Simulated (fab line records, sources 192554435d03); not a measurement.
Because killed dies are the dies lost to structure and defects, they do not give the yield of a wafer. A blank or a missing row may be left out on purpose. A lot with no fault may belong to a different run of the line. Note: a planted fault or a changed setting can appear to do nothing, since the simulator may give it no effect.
Split-lot trial -- flow n5 finfet -- route with 1938 steps; 7 lots, 21 wafers read

== SPLIT DETAILS ==
At N5_BEOL_M5_COAT_05 (resist thk 30 nm), the setting spin rpm was moved away from the recipe's 1500 rpm on 5 of the 21 wafers read, by -11.1% to +5.2%. All remaining wafers had this setting at the recipe value.

== FROM THE SPLIT TO THE READING: what the file shows between them, 4 steps ==
- N5_BEOL_M5_EBR_07
- N5_BEOL_M5_SOFTBAKE_06: time 60 s
- N5_BEOL_M5_EXPOSE_08: exposes mask M5, target cd 28 nm
- N5_BEOL_M5_PEB_09: peb time 60 s

== THE READING ==
CAR-EUV_of_BEOL_M5_COAT_05.thk nm (the simulator's own value, which no gauge read), in nm, at N5_BEOL_M5_DEVELOP_10 (develop time 30 s). No usual value for it is given in the file. The 16 wafers here that ran the recipe average 29.5 nm, standard deviation 0.099 nm.

wafer,"tool, chamber at the split","spin rpm as run, rpm",against the recipe,"CAR-EUV_of_BEOL_M5_COAT_05.thk nm, nm",against lot-mates on the recipe
L075.1,"litho track-04, 0",1334,-11.1%,31.2,+1.7
L075.3,"litho track-04, 0",1500,recipe,29.4,-
L075.5,"litho track-04, 0",1500,recipe,29.6,-
L078.3,"litho track-05, 0",1500,recipe,29.6,-
L078.4,"litho track-05, 0",1500,recipe,29.6,-
L078.6,"litho track-05, 0",1455,-3.0%,30,+0.4
L083.4,"litho track-01, 0",1500,recipe,29.4,-
L083.5,"litho track-01, 0",1500,recipe,29.4,-
L083.6,"litho track-01, 0",1500,recipe,29.4,-
L082.1,"litho track-04, 0",1338,-10.8%,31,+1.6
L082.3,"litho track-04, 0",1500,recipe,29.4,-
L082.5,"litho track-04, 0",1500,recipe,29.4,-
L084.1,"litho track-01, 0",1500,recipe,29.6,-
L084.4,"litho track-01, 0",1500,recipe,29.6,-
L084.5,"litho track-01, 0",1561,+4.1%,29,-0.6
L087.1,"litho track-05, 0",1500,recipe,29.4,-
L087.4,"litho track-05, 0",1500,recipe,29.4,-
L087.2,"litho track-05, 0",1578,+5.2%,28.6,-0.8
L093.1,"litho track-05, 0",1500,recipe,29.4,-
L093.4,"litho track-05, 0",1500,recipe,29.6,-
L093.5,"litho track-05, 0",1500,recipe,29.6,-

FIT RESULTS
A straight line over all 21 wafers: CAR-EUV_of_BEOL_M5_COAT_05.thk nm changes by -0.149 nm for each +1% of spin rpm; r = -0.98; the points scatter about the line by 0.1 nm.
The same after taking each lot's own level away (the mean of its wafers on the recipe; 21 wafers): -0.151 nm for each +1%; r = -1.00; scatter 0.052 nm.
The reading moves by 1.7 nm for the largest change in spin rpm, on that fit.
The lots' own levels span 29.40 to 29.60 nm, that is 2.0 times the standard deviation above.
The two slopes are in agreement: the lot-to-lot level therefore moves the slope only a little.
Check: for one of the wafers moved furthest among these (-11.1%), held out of the fit, the line's prediction against its lot-mates is +1.64 nm. Against them it came out at +1.7 nm.

== OTHER SPLITS ON THESE WAFERS ==
Note: prior to the reading, these wafers also went through further splits. Each is held against what the fit with the lots' levels taken away leaves over:
other split on the same wafers,wafers away from the commonest value,r with CAR-EUV_of_BEOL_M5_COAT_05.thk nm (lot level and that fit taken away)
N5_BEOL_M4_ALD_84 co reactant pulse time s,8,-0.47

== THE WHOLE CHAIN: every reading that the file lists as answering this split, in the file's order ==
step,what it does,reading,change (the file's fit),r (the file's)
N5_BEOL_M5_COAT_05,resist thk 30 nm,"CAR-EUV_of_BEOL_M5_COAT_05.thk nm (the simulator's own value, which no gauge read)",-0.16 nm for each +1% of the setting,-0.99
N5_BEOL_M5_DEVELOP_10,develop time 30 s,"CAR-EUV_of_BEOL_M5_COAT_05.thk nm (the simulator's own value, which no gauge read)",-0.15 nm for each +1% of the setting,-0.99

== THE FILE'S OWN FIT ==
CAR-EUV_of_BEOL_M5_COAT_05.thk nm changes by -0.15 nm for each +1% of spin rpm, r = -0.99.
